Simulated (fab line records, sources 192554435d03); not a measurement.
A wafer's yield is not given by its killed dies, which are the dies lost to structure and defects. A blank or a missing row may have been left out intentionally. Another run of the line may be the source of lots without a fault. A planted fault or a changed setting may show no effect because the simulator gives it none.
Lot-split experiment :: flow n5 finfet :: 21 wafers read from 7 lots, route of 1938 steps

ABOUT THE SPLIT
At N5_FIN_CUT_EXPOSE_05 (exposes mask FIN CUT), the setting dose mj was moved away from the recipe's 45.75 on 3 of the 21 wafers read, by -6.1% to +6.8%. For the rest of the wafers, this setting stayed at what the recipe calls for.

FROM THE SPLIT TO THE READING: what the file shows between them, 2 steps
- N5_FIN_CUT_PEB_06: peb time 60 s
- N5_FIN_CUT_DEVELOP_07: develop time 30 s

THE READING
At N5_FIN_CUT_CD_MEAS_08: cd nm in nanometres, against a target cd of 29.1 nm. Fault-free wafers of this fab line usually give 29.14 nm, standard deviation 0.21 nm.

wafer: L078.2
tool, chamber at the split: euv scanner-01, 0
dose mj as run: 45.75
against the recipe: recipe
cd nm, nm: 28.96
against lot-mates on the recipe: -

wafer: L078.3
tool, chamber at the split: euv scanner-01, 0
dose mj as run: 45.75
against the recipe: recipe
cd nm, nm: 28.84
against lot-mates on the recipe: -

wafer: L078.4
tool, chamber at the split: euv scanner-01, 0
dose mj as run: 42.96
against the recipe: -6.1%
cd nm, nm: 27.96
against lot-mates on the recipe: -0.94

wafer: L083.4
tool, chamber at the split: euv scanner-02, 0
dose mj as run: 45.75
against the recipe: recipe
cd nm, nm: 29.10
against lot-mates on the recipe: -

wafer: L083.5
tool, chamber at the split: euv scanner-02, 0
dose mj as run: 45.75
against the recipe: recipe
cd nm, nm: 29.11
against lot-mates on the recipe: -

wafer: L083.6
tool, chamber at the split: euv scanner-02, 0
dose mj as run: 45.75
against the recipe: recipe
cd nm, nm: 29.07
against lot-mates on the recipe: -

wafer: L085.2
tool, chamber at the split: euv scanner-01, 0
dose mj as run: 45.75
against the recipe: recipe
cd nm, nm: 29.16
against lot-mates on the recipe: -

wafer: L085.3
tool, chamber at the split: euv scanner-01, 0
dose mj as run: 45.75
against the recipe: recipe
cd nm, nm: 29.30
against lot-mates on the recipe: -

wafer: L085.5
tool, chamber at the split: euv scanner-01, 0
dose mj as run: 45.75
against the recipe: recipe
cd nm, nm: 29.02
against lot-mates on the recipe: -

wafer: L088.1
tool, chamber at the split: euv scanner-01, 0
dose mj as run: 45.75
against the recipe: recipe
cd nm, nm: 29.07
against lot-mates on the recipe: -

wafer: L088.2
tool, chamber at the split: euv scanner-01, 0
dose mj as run: 45.75
against the recipe: recipe
cd nm, nm: 29.11
against lot-mates on the recipe: -

wafer: L088.3
tool, chamber at the split: euv scanner-01, 0
dose mj as run: 45.75
against the recipe: recipe
cd nm, nm: 29.22
against lot-mates on the recipe: -

wafer: L089.4
tool, chamber at the split: euv scanner-02, 0
dose mj as run: 45.75
against the recipe: recipe
cd nm, nm: 29.02
against lot-mates on the recipe: -

wafer: L089.5
tool, chamber at the split: euv scanner-02, 0
dose mj as run: 48.85
against the recipe: +6.8%
cd nm, nm: 30.82
against lot-mates on the recipe: +1.80

wafer: L089.6
tool, chamber at the split: euv scanner-02, 0
dose mj as run: 48.85
against the recipe: +6.8%
cd nm, nm: 30.48
against lot-mates on the recipe: +1.46

wafer: L092.2
tool, chamber at the split: euv scanner-01, 0
dose mj as run: 45.75
against the recipe: recipe
cd nm, nm: 29.02
against lot-mates on the recipe: -

wafer: L092.3
tool, chamber at the split: euv scanner-01, 0
dose mj as run: 45.75
against the recipe: recipe
cd nm, nm: 29.08
against lot-mates on the recipe: -

wafer: L092.6
tool, chamber at the split: euv scanner-01, 0
dose mj as run: 45.75
against the recipe: recipe
cd nm, nm: 29.24
against lot-mates on the recipe: -

wafer: L095.2
tool, chamber at the split: euv scanner-01, 0
dose mj as run: 45.75
against the recipe: recipe
cd nm, nm: 29.19
against lot-mates on the recipe: -

wafer: L095.3
tool, chamber at the split: euv scanner-01, 0
dose mj as run: 45.75
against the recipe: recipe
cd nm, nm: 29.33
against lot-mates on the recipe: -

wafer: L095.5
tool, chamber at the split: euv scanner-01, 0
dose mj as run: 45.75
against the recipe: recipe
cd nm, nm: 29.54
against lot-mates on the recipe: -

THE FIT
A straight line over all 21 wafers: cd nm changes by +0.214 nm for each +1% of dose mj; r = +0.96; the points scatter about the line by 0.16 nm.
The same after taking each lot's own level away (the mean of its wafers on the recipe; 21 wafers): +0.214 nm for each +1%; r = +0.97; scatter 0.14 nm.
According to that fit, moving dose mj by its largest amount changes the reading by 1.4 nm.
Across the lots, their own levels run from 28.900 to 29.353 nm, a range of 2.2 times the standard deviation given above.
The two slopes agree, so the slope changes little with the lot-to-lot level.
Check: for one of the wafers moved furthest among these (+6.8%), held out of the fit, the line's prediction against its lot-mates is +1.29 nm. Against them it came out at +1.8 nm.

THESE WAFERS: OTHER SPLITS
Before the reading, these wafers also passed through other splits. Each is held against what the fit with the lots' levels taken away leaves over:
other split on the same wafers: N5_WELL_APT_EXPOSE_05 dose mj
wafers away from the commonest value: 9
r with cd nm (lot level and that fit taken away): +0.16

other split on the same wafers: N5_WELL_APT_DEVELOP_07 develop time s
wafers away from the commonest value: 7
r with cd nm (lot level and that fit taken away): +0.10

other split on the same wafers: N5_WELL_APT_COAT_19 spin rpm
wafers away from the commonest value: 6
r with cd nm (lot level and that fit taken away): +0.07

other split on the same wafers: N5_WELL_APT_PEB_23 peb temp c
wafers away from the commonest value: 6
r with cd nm (lot level and that fit taken away): +0.11

other split on the same wafers: N5_FIN_SAQP_EXPOSE_13 dose mj
wafers away from the commonest value: 7
r with cd nm (lot level and that fit taken away): +0.10

THE WHOLE CHAIN: every reading that the file lists as answering this split, in the file's order
step: N5_FIN_CUT_CD_MEAS_08
what it does: target cd 29.1 nm
reading: cd nm
change (the file's fit): +0.202 nm for each +1% of the setting
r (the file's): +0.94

step: N5_FIN_CUT_ETCH_30
what it does: etches underlayer in N2/H2, target depth 13 nm, time 10.4 s
reading: FIN_CUT.cd offset nm (the simulator's own value, which no gauge read)
change (the file's fit): +0.171 nm for each +1% of the setting
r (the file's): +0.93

step: N5_FIN_CUT_ETCH_20
what it does: etches SiARC in CF4, target depth 26 nm, time 43.3 s
reading: FIN_CUT.cd offset nm (the simulator's own value, which no gauge read)
change (the file's fit): +0.18 nm for each +1% of the setting
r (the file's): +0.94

FILE'S OWN FIT
cd nm changes by +0.202 nm for each +1% of dose mj, r = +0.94.
